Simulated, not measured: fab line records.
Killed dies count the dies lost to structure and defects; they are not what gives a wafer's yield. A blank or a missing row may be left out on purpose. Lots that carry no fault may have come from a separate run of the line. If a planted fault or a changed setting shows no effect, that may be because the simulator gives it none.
The tool behind it: which one? | flow n5 finfet | 9 lots with 27 wafers sampled at 6 steps, on a route of 1938 steps

## WHAT THE GAUGES READ, wafer by wafer
N5_BEOL_M0_OCD_MEAS_108.
lot  | measured     | on     | trench depth nm (nm)
L398 | day 6 19:02  | ocd-01 | 32.2 33.4 31.7
L399 | day 6 19:46  | ocd-01 | 32.3 31.2 31.0
L401 | day 7 12:52  | ocd-02 | 33.0 31.8 32.9
L403 | day 8 05:29  | ocd-02 | 34.0 33.7 32.2
L410 | day 9 16:05  | ocd-01 | 0.3 0 0
L411 | day 9 18:23  | ocd-01 | 0 0 0
L416 | day 11 08:07 | ocd-02 | 33.2 31.9 33.1
L417 | day 11 09:01 | ocd-01 | 33.4 34.2 33.9
L418 | day 11 09:17 | ocd-02 | 33.8 32.9 33.4

N5_BEOL_M4_RC_MEAS_101.
lot  | measured     | on        | DIBL_N (mV/V)  | DIBL_P (mV/V)  | IOFF_N (nA/um) | IOFF_P (nA/um) | ION_N (uA/um) | ION_P (uA/um) | SS_N (mV/dec)  | SS_P (mV/dec)  | VT_N (mV)   | VT_P (mV)
L398 | day 9 03:22  | prober-01 | 34.4 33.6 34.9 | 35.3 34.6 35.1 | 0.14 0.13 0.15 | 0.19 0.18 0.19 | 671 657 670   | 453 455 455   | 70.9 71.0 70.8 | 73.0 72.9 73.9 | 250 252 253 | -252 -251 -251
L399 | day 9 05:13  | prober-01 | 34.9 35.7 32.1 | 33.1 34.4 30.7 | 0.12 0.13 0.10 | 0.15 0.16 0.13 | 653 665 645   | 449 455 447   | 71.0 71.1 70.5 | 72.1 72.6 72.0 | 254 255 255 | -257 -255 -255
L401 | day 10 21:26 | prober-02 | 33.6 36.5 37.0 | 33.0 35.9 37.0 | 0.12 0.16 0.17 | 0.16 0.20 0.21 | 654 667 657   | 458 456 452   | 70.5 71.6 71.3 | 72.4 73.9 74.4 | 253 250 249 | -254 -252 -250
L403 | day 10 19:06 | prober-02 | 39.0 38.3 37.9 | 39.6 36.4 38.0 | 0.23 0.20 0.19 | 0.31 0.22 0.25 | 690 682 688   | 478 459 473   | 72.3 71.7 71.8 | 73.2 72.7 73.6 | 242 248 246 | -245 -250 -247
L416 | day 15 02:19 | prober-01 | 36.0 39.1 37.1 | 36.2 39.6 37.7 | 0.15 0.19 0.17 | 0.20 0.25 0.24 | 674 679 675   | 460 459 464   | 71.2 72.2 72.1 | 72.9 74.1 73.0 | 249 246 249 | -252 -249 -252
L417 | day 15 01:47 | prober-02 | 38.5 41.7 36.9 | 38.1 40.6 34.9 | 0.20 0.28 0.16 | 0.25 0.31 0.20 | 698 685 680   | 472 470 465   | 72.2 72.6 71.7 | 73.8 74.5 73.5 | 244 242 250 | -247 -245 -251
L418 | day 14 21:04 | prober-01 | 36.3 36.0 35.1 | 35.6 34.3 33.1 | 0.14 0.12 0.12 | 0.21 0.19 0.18 | 661 661 654   | 463 462 457   | 71.8 70.5 70.5 | 72.3 72.2 72.3 | 252 254 254 | -248 -251 -250

## EACH LOT AND THE TOOL THAT RAN IT (in order: tool; ch and the chambers of the sampled wafers; start)
lot  | N5_BEOL_M0_SAQP_ALD_48            | N5_BEOL_M0_CUTY_ETCH_63            | N5_BEOL_M0_TRENCH_ETCH_107         | N5_BEOL_M0_PRE_CLEAN_113
L398 | ald sin-01 ch 0,1,3, day 6 16:17  | rie diel-03 ch 2,3, day 6 17:20    | rie diel-01 ch 1,3, day 6 18:56    | pvd sputter-03, day 6 19:45
L399 | ald sin-01 ch 0,1, day 6 17:23    | rie diel-01 ch 1,2, day 6 18:35    | rie diel-01 ch 0,2,3, day 6 19:40  | pvd sputter-03, day 6 21:07
L401 | ald sin-02 ch 0,2,3, day 7 08:25  | rie diel-03 ch 0,1,3, day 7 09:45  | rie diel-04 ch 0,1,3, day 7 12:45  | pvd sputter-01, day 7 15:08
L403 | ald sin-02 ch 0,1,2, day 8 02:01  | rie diel-01 ch 0,1,3, day 8 03:13  | rie diel-03 ch 0,1,2, day 8 05:23  | pvd sputter-03, day 8 07:50
L410 | ald sin-03 ch 2,3, day 9 11:48    | rie diel-01 ch 0,1, day 9 13:02    | rie diel-01 ch 0,1,3, day 9 15:58  | pvd sputter-03, day 9 16:59
L411 | ald sin-01 ch 0,1,2, day 9 15:01  | rie diel-03 ch 0,2,3, day 9 16:21  | rie diel-04 ch 0,2,3, day 9 18:17  | pvd sputter-01, day 9 19:22
L416 | ald sin-03 ch 0,1,3, day 11 00:30 | rie diel-03 ch 1,3, day 11 01:42   | rie diel-04 ch 2,3, day 11 08:01   | pvd sputter-01, day 11 09:03
L417 | ald sin-02 ch 0,2, day 11 06:12   | rie diel-03 ch 0,2,3, day 11 07:23 | rie diel-03 ch 2,3, day 11 08:55   | pvd sputter-03, day 11 09:20
L418 | ald sin-01 ch 1,2,3, day 11 07:09 | rie diel-01 ch 0,1,3, day 11 08:22 | rie diel-03 ch 0,1,3, day 11 09:11 | pvd sputter-01, day 11 09:51
- N5_BEOL_M0_SAQP_ALD_48: deposits SiO2, target thk 20 nm, pulse time 1 s, co reactant pulse time 1 s.
- N5_BEOL_M0_CUTY_ETCH_63: etches SOC in N2/H2, target depth 82.7 nm, overetch 16.5 nm, time 124 s.
- N5_BEOL_M0_TRENCH_ETCH_107: etches SiOC in C4F6/O2, target depth 32.8 nm, time 16.4 s.
- N5_BEOL_M0_PRE_CLEAN_113: time 30 s.

## WHAT THE TOOLS THEMSELVES READ (means of the sampled wafers that have a number; where no wafer has one, the mark that the record gives instead)
N5_BEOL_M0_SAQP_ALD_48.
lot  | tool       | heater power w (W) | precursor pulse height rel
L398 | ald sin-01 | 72                 | 0.995
L399 | ald sin-01 | 71                 | 0.997
L401 | ald sin-02 | 80                 | 1.026
L403 | ald sin-02 | 77                 | 1.006
L410 | ald sin-03 | 79                 | 0.993
L411 | ald sin-01 | 77                 | 1.027
L416 | ald sin-03 | 73                 | 1.000
L417 | ald sin-02 | 77                 | 0.995
L418 | ald sin-01 | 73                 | 1.008

N5_BEOL_M0_CUTY_ETCH_63.
lot  | tool        | bias w (W) | chamber pressure mTorr (mTorr) | drypump motor current A (A) | oes product au (a.u.) | rf vpp V (V) | showerhead plenum p Torr (Torr) | throttle valve pct (%)
L398 | rie diel-03 | 150.0      | 29.992                         | 5.10                        | 0.76                  | 528.5        | 2.68                            | 17.77
L399 | rie diel-01 | 150.1      | 30.022                         | 5.68                        | 0.59                  | 520.3        | 2.41                            | 17.76
L401 | rie diel-03 | 150.1      | 29.996                         | 5.70                        | 0.68                  | 525.2        | 2.61                            | 17.71
L403 | rie diel-01 | 149.9      | 29.988                         | 5.40                        | 0.63                  | 523.4        | 2.50                            | 17.69
L410 | rie diel-01 | 149.8      | 29.996                         | 5.54                        | 0.57                  | 521.7        | 2.47                            | 17.80
L411 | rie diel-03 | 149.7      | 29.957                         | 5.39                        | 0.72                  | 526.3        | 2.63                            | 17.65
L416 | rie diel-03 | 150.0      | 30.000                         | 5.57                        | 0.71                  | 525.2        | 2.58                            | 17.80
L417 | rie diel-03 | 149.7      | 30.043                         | 5.40                        | 0.70                  | 525.5        | 2.62                            | 17.68
L418 | rie diel-01 | 149.7      | 30.000                         | 5.41                        | 0.61                  | 523.2        | 2.49                            | 17.76

N5_BEOL_M0_TRENCH_ETCH_107.
lot  | tool        | C4F6_flow_sccm (sccm) | O2_flow_sccm (sccm) | drypump motor current A (A) | mfc ar sccm (sccm) | oes product au (a.u.) | rf vpp V (V) | showerhead plenum p Torr (Torr) | throttle valve pct (%)
L398 | rie diel-01 | 9.97                  | 10.01               | 5.50                        | 300.4              | 0.77                  | 665          | 2.73                            | 20.67
L399 | rie diel-01 | 10.00                 | 9.99                | 5.46                        | 299.9              | 0.78                  | 657          | 2.81                            | 20.76
L401 | rie diel-04 | 10.01                 | 9.97                | 5.55                        | 300.0              | 0.73                  | 659          | 2.79                            | 20.80
L403 | rie diel-03 | 9.97                  | 9.98                | 5.53                        | 299.8              | 0.86                  | 657          | 2.97                            | 20.82
L410 | rie diel-01 | -                     | -                   | -                           | -                  | -                     | -            | -                               | -
L411 | rie diel-04 | -                     | -                   | -                           | -                  | -                     | -            | -                               | -
L416 | rie diel-04 | 10.04                 | 9.99                | 5.34                        | 299.7              | 0.85                  | 661          | 2.79                            | 20.49
L417 | rie diel-03 | 9.99                  | 10.01               | 5.09                        | 300.0              | 0.87                  | 645          | 2.97                            | 20.91
L418 | rie diel-03 | 10.00                 | 9.99                | 5.69                        | 300.3              | 0.90                  | 651          | 2.90                            | 20.68

N5_BEOL_M0_PRE_CLEAN_113.
lot  | tool           | heater power w (W)
L398 | pvd sputter-03 | 331
L399 | pvd sputter-03 | 342
L401 | pvd sputter-01 | 340
L403 | pvd sputter-03 | 334
L410 | pvd sputter-03 | 346
L411 | pvd sputter-01 | 336
L416 | pvd sputter-01 | 329
L417 | pvd sputter-03 | 343
L418 | pvd sputter-01 | 331

## THE ANSWER, worked out from the rows above alone
Rule: the lots themselves supply what counts as usual. The widest of any qualifying gaps counts: lots, ordered by their means at a reading, are off when they make up no more than a third of the lots, leave a main group of 4 or more, and stand apart from it by 3 or more times the standard deviation of that group's means. Not used: any main group whose means are identical at the precision the tables above print for the reading. A lot without any number at a reading at which 4 lots or more have one is off too. Any other lot the step has rows for is counted as sound. The gauges are gone through in route order, then the tools' own readings, and for those a lot's mean is taken as printed above. The first step at which some lot is off is used, and at that step the reading that is off furthest; a lot without a number counts as furthest.
Off at N5_BEOL_M0_OCD_MEAS_108 (trench depth nm): L410, L411. Mean 32.8 nm and standard deviation 0.71 in the main group.
If a tool, at a process step before that reading, ran all the lots that are off and no sound lot after the first of them, it fits. Not tried: the gauges at N5_BEOL_M0_OCD_MEAS_108; whatever is off there is also off at N5_BEOL_M0_TRENCH_ETCH_107, on other tools, and gauge error can't account for it. None of those tried fits.

## WHAT HAD BEEN PUT IN BY THE SIMULATOR
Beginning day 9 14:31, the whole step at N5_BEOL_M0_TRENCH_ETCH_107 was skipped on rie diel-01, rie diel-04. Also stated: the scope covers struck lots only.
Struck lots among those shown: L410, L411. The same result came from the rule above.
